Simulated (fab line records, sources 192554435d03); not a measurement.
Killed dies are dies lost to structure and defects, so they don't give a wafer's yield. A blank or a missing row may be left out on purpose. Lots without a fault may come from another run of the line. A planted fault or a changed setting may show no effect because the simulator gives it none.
Which tool did it? | flow n5_finfet | 9 lots, 27 wafers sampled, at 5 steps of a route of 1938

WHAT THE GAUGES READ, wafer by wafer
N5_FIN_SAQP_THK_MEAS_05. Usual: thk_nm 38.1 nm, standard deviation 0.57.
lot  | measured    | on            | thk_nm (nm)    | flag
L988 | day 2 14:59 | film_metro-02 | 38.2 38.5 38.5 |
L991 | day 3 10:53 | film_metro-01 | 37.6 37.6 38.4 |
L993 | day 3 22:05 | film_metro-02 | 37.9 37.9 38.0 |
L994 | day 4 03:45 | film_metro-01 | 38.0 38.8 38.8 |
L996 | day 4 16:19 | film_metro-01 | 38.1 38.8 38.6 |
L997 | day 4 21:41 | film_metro-01 | 37.1 37.8 37.9 |
L998 | day 5 04:40 | film_metro-02 | 37.0 38.3 38.1 |
L101 | day 5 22:26 | film_metro-02 | 38.0 38.0 38.9 |
L108 | day 7 14:19 | film_metro-02 | 37.1 38.3 37.3 |

N5_BEOL_M4_RC_MEAS_101. Usual: DIBL_N 35.9 mV/V, standard deviation 1.4; DIBL_P 35.9 mV/V, standard deviation 1.7; IOFF_N 0.160 nA/um, standard deviation 0.026; IOFF_P 0.21 nA/um, standard deviation 0.036; ION_N 672 uA/um, standard deviation 11; ION_P 461 uA/um, standard deviation 8.1; SS_N 71.4 mV/dec, standard deviation 0.54; SS_P 73.2 mV/dec, standard deviation 0.67; VT_N 249.3 mV, standard deviation 2.7; VT_P -250 mV, standard deviation 3.9.
lot  | measured     | on        | DIBL_N (mV/V)  | DIBL_P (mV/V)  | IOFF_N (nA/um)    | IOFF_P (nA/um) | ION_N (uA/um) | ION_P (uA/um) | SS_N (mV/dec)  | SS_P (mV/dec)  | VT_N (mV)         | VT_P (mV)      | flag
L988 | day 9 04:48  | prober-02 | 36.3 38.0 36.7 | 36.2 39.1 35.7 | 0.161 0.208 0.169 | 0.22 0.28 0.21 | 674 682 674   | 462 465 454   | 71.1 72.0 71.8 | 74.1 73.7 73.2 | 249.6 246.3 250.4 | -247 -248 -247 |
L991 | day 9 05:35  | prober-01 | 35.8 37.2 35.4 | 37.4 38.3 36.6 | 0.168 0.183 0.158 | 0.24 0.24 0.21 | 689 681 666   | 473 463 459   | 71.4 71.7 70.7 | 73.3 73.6 73.8 | 248.0 246.9 249.3 | -249 -247 -252 |
L993 | day 10 06:41 | prober-02 | 36.4 34.8 36.5 | 37.4 35.2 36.9 | 0.167 0.132 0.172 | 0.19 0.16 0.20 | 688 673 679   | 457 456 463   | 70.5 71.3 70.6 | 74.0 73.0 73.3 | 249.1 249.8 248.2 | -254 -256 -251 |
L994 | day 10 05:20 | prober-02 | 35.6 35.7 36.2 | 34.3 35.1 34.6 | 0.140 0.142 0.146 | 0.19 0.19 0.19 | 666 663 670   | 456 457 462   | 71.3 70.9 71.1 | 72.4 72.9 72.4 | 253.3 251.2 250.4 | -252 -250 -250 |
L996 | day 10 16:13 | prober-01 | 35.7 32.5 36.7 | 36.3 31.9 37.0 | 0.153 0.104 0.161 | 0.19 0.14 0.20 | 676 658 663   | 455 448 452   | 70.7 70.6 71.4 | 74.0 72.7 74.8 | 248.6 258.3 250.6 | -255 -257 -255 |
L997 | day 11 10:02 | prober-02 | 38.3 35.8 36.1 | 39.4 36.3 36.8 | 0.204 0.158 0.169 | 0.25 0.20 0.21 | 676 686 687   | 464 466 463   | 72.0 71.6 71.7 | 73.9 72.9 72.5 | 243.8 248.7 245.5 | -250 -250 -251 |
L998 | day 11 10:28 | prober-01 | 37.2 33.9 36.1 | 37.7 32.7 35.5 | 0.182 0.125 0.163 | 0.26 0.18 0.21 | 679 672 674   | 476 458 461   | 71.4 71.0 71.4 | 73.8 72.8 73.1 | 245.9 253.8 249.0 | -247 -249 -250 |
L101 | day 12 01:50 | prober-01 | 36.9 35.4 35.4 | 35.9 34.5 34.0 | 0.178 0.158 0.147 | 0.21 0.20 0.18 | 678 664 662   | 461 453 445   | 72.2 72.0 71.9 | 73.9 72.6 73.1 | 247.4 249.4 252.3 | -249 -252 -254 |
L108 | day 14 04:16 | prober-02 | 36.1 35.0 38.2 | 36.2 35.4 39.4 | 0.149 0.136 0.190 | 0.18 0.17 0.24 | 665 678 675   | 456 459 462   | 71.0 70.9 71.5 | 72.9 73.7 74.2 | 252.6 253.1 249.5 | -253 -255 -248 |

WHICH TOOL RAN EACH LOT (tool, then ch and the chambers of the sampled wafers, then the start)
lot  | N5_FIN_SAQP_ETCH_52               | N5_FIN_SAQP_SPACER1_ALD_24       | N5_FIN_SAQP_SPACER1_ETCHBACK_25
L988 | rie_diel-06 ch 0,2,3, day 2 18:10 | ald_sin-01 ch 0,2,3, day 2 19:22 | rie_diel-05 ch 0,2,3, day 2 20:19
L991 | rie_diel-01 ch 0,1,2, day 3 11:47 | ald_sin-04 ch 1,2,3, day 3 12:47 | rie_diel-05 ch 0,1,2, day 3 13:44
L993 | rie_diel-06 ch 2,3, day 3 23:04   | ald_sin-02 ch 0,2, day 4 00:04   | rie_diel-06 ch 0,1,2, day 4 00:47
L994 | rie_diel-06 ch 0,2, day 4 04:38   | ald_sin-01 ch 0,1, day 4 05:40   | rie_diel-01 ch 0,1,3, day 4 06:28
L996 | rie_diel-06 ch 1,2,3, day 4 17:12 | ald_sin-01 ch 0,1, day 4 19:07   | rie_diel-05 ch 0,1,2, day 4 19:56
L997 | rie_diel-06 ch 0,1,3, day 4 22:26 | ald_sin-04 ch 0,1,2, day 5 01:05 | rie_diel-06 ch 1,2,3, day 5 01:49
L998 | rie_diel-05 ch 0,1,3, day 5 05:33 | ald_sin-02 ch 0,2, day 5 06:33   | rie_diel-05 ch 0,1,3, day 5 07:18
L101 | rie_diel-06 ch 0,1,3, day 5 23:19 | ald_sin-02 ch 0,1, day 6 01:04   | rie_diel-06 ch 1,2,3, day 6 01:50
L108 | rie_diel-01 ch 1,2,3, day 7 15:04 | ald_sin-04 ch 1,3, day 7 16:26   | rie_diel-05 ch 0,2,3, day 7 17:09
- N5_FIN_SAQP_ETCH_52: etches SOC in N2/H2, target depth 100 nm, overetch 20 nm, time 150 s.
- N5_FIN_SAQP_SPACER1_ALD_24: deposits SiO2, target thk 20.3 nm, pulse time 1 s, purge time 2 s.
- N5_FIN_SAQP_SPACER1_ETCHBACK_25: etches SiO2 in CHF3/O2, target depth 24.4 nm, time 12.2 s.

WHAT THE TOOLS THEMSELVES READ (means of the sampled wafers that have a number; where no wafer has one, the mark that the record gives instead)
N5_FIN_SAQP_ETCH_52. Usual: chamber_pressure_mTorr 29.999 mTorr, standard deviation 0.028; drypump_motor_current_A 5.7 A, standard deviation 0.43; oes_product_au 0.68 a.u., standard deviation 0.042; rf_fwd_power_W 836.4 W, standard deviation 2.7; rf_vpp_V 523 V, standard deviation 3; showerhead_plenum_p_Torr 2.53 Torr, standard deviation 0.098; throttle_valve_pct 17.89 %, standard deviation 0.24.
lot  | tool        | chamber_pressure_mTorr (mTorr) | drypump_motor_current_A (A) | oes_product_au (a.u.) | rf_fwd_power_W (W) | rf_vpp_V (V) | showerhead_plenum_p_Torr (Torr) | throttle_valve_pct (%) | flag
L988 | rie_diel-06 | 30.000                         | 5.8                         | 0.71                  | 834.4              | 526          | 2.59                            | 17.74                  |
L991 | rie_diel-01 | 29.989                         | 6.0                         | 0.69                  | 837.3              | 525          | 2.59                            | 17.75                  |
L993 | rie_diel-06 | 30.012                         | 5.7                         | 0.71                  | 838.2              | 525          | 2.58                            | 17.68                  |
L994 | rie_diel-06 | 29.988                         | 5.8                         | 0.70                  | 834.0              | 525          | 2.58                            | 17.84                  |
L996 | rie_diel-06 | 29.983                         | 5.7                         | 0.68                  | 836.1              | 524          | 2.53                            | 17.91                  |
L997 | rie_diel-06 | 29.998                         | 5.8                         | 0.70                  | 905.1              | 514          | 2.61                            | 17.92                  | OFF
L998 | rie_diel-05 | 30.013                         | 5.7                         | 0.66                  | 838.4              | 521          | 2.43                            | 18.05                  |
L101 | rie_diel-06 | 30.022                         | 5.8                         | 0.70                  | 902.6              | 514          | 2.61                            | 17.92                  | OFF
L108 | rie_diel-01 | 30.002                         | 5.9                         | 0.64                  | 835.8              | 524          | 2.56                            | 17.90                  |

N5_FIN_SAQP_SPACER1_ALD_24. Usual: heater_power_w 477 W, standard deviation 59; precursor_pulse_height_rel 1.001, standard deviation 0.02.
lot  | tool       | heater_power_w (W) | precursor_pulse_height_rel | flag
L988 | ald_sin-01 | 470                | 1.008                      |
L991 | ald_sin-04 | 516                | 1.020                      |
L993 | ald_sin-02 | 474                | 1.003                      |
L994 | ald_sin-01 | 416                | 1.000                      |
L996 | ald_sin-01 | 447                | 1.006                      |
L997 | ald_sin-04 | 506                | 1.002                      |
L998 | ald_sin-02 | 465                | 1.006                      |
L101 | ald_sin-02 | 428                | 1.005                      |
L108 | ald_sin-04 | 519                | 1.003                      |

N5_FIN_SAQP_SPACER1_ETCHBACK_25. Usual: chamber_pressure_mTorr 30.003 mTorr, standard deviation 0.029; drypump_motor_current_A 5.7 A, standard deviation 0.45; oes_ar_750_au 0.75 a.u., standard deviation 0.044; oes_product_au 0.74 a.u., standard deviation 0.047; rf_vpp_V 522 V, standard deviation 8.1; showerhead_plenum_p_Torr 2.38 Torr, standard deviation 0.088; throttle_valve_pct 18.97 %, standard deviation 0.16.
lot  | tool        | chamber_pressure_mTorr (mTorr) | drypump_motor_current_A (A) | oes_ar_750_au (a.u.) | oes_product_au (a.u.) | rf_vpp_V (V) | showerhead_plenum_p_Torr (Torr) | throttle_valve_pct (%) | flag
L988 | rie_diel-05 | 29.995                         | 5.3                         | 0.76                 | 0.75                  | 521          | 2.32                            | 18.97                  |
L991 | rie_diel-05 | 30.021                         | 5.8                         | 0.73                 | 0.73                  | 521          | 2.28                            | 19.11                  |
L993 | rie_diel-06 | 30.016                         | 5.8                         | 0.76                 | 0.75                  | 523          | 2.40                            | 18.97                  |
L994 | rie_diel-01 | 30.029                         | 5.6                         | 0.78                 | 0.77                  | 520          | 2.42                            | 18.85                  |
L996 | rie_diel-05 | 29.997                         | 5.8                         | 0.73                 | 0.72                  | 520          | 2.28                            | 19.13                  |
L997 | rie_diel-06 | 29.974                         | 5.6                         | 0.76                 | 0.76                  | 529          | 2.41                            | 19.00                  |
L998 | rie_diel-05 | 29.995                         | 5.7                         | 0.74                 | 0.72                  | 514          | 2.31                            | 19.12                  |
L101 | rie_diel-06 | 30.021                         | 5.7                         | 0.75                 | 0.75                  | 528          | 2.40                            | 19.01                  |
L108 | rie_diel-05 | 29.996                         | 5.3                         | 0.73                 | 0.72                  | 521          | 2.31                            | 19.05                  |

THE ANSWER, worked out from the rows above alone
Rule: a lot is off if the mean of its wafers that have a number lies more than 3 standard deviations from the usual mean. A lot without any number at a reading at which 4 lots or more have one is off too. The other lots that the step has rows for count as sound. The gauges are gone through in route order, then the tools' own readings, and for those a lot's mean is taken as printed above. The first step at which some lot is off is used, and at that step the reading that is off furthest; a lot without a number counts as furthest.
Off: L997, L101, at N5_FIN_SAQP_ETCH_52 (rf_fwd_power_W).
A tool fits if, at that step or a process step before it, it ran every lot that is off, and no sound lot after the first of them. One fits: rie_diel-06 at N5_FIN_SAQP_ETCH_52. Its last sound lot is L996 (day 4 17:12), its first lot that is off L997 (day 4 22:26): a fault that began between those two fits.
The tool's own readings at N5_FIN_SAQP_ETCH_52 bear it out: on the lots that are off they differ by more than 5 times the standard deviation of the sound lots' means. rf_fwd_power_W reads 903.9 W there against 836.3 W on the sound lots; rf_vpp_V reads 514 V there against 524 V on the sound lots.

WHAT THE SIMULATOR HAD PUT IN
Process parameter drift: rie_diel-06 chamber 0, from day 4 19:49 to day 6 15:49, at N5_FIN_SAQP_ETCH_52. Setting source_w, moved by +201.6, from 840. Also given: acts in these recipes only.
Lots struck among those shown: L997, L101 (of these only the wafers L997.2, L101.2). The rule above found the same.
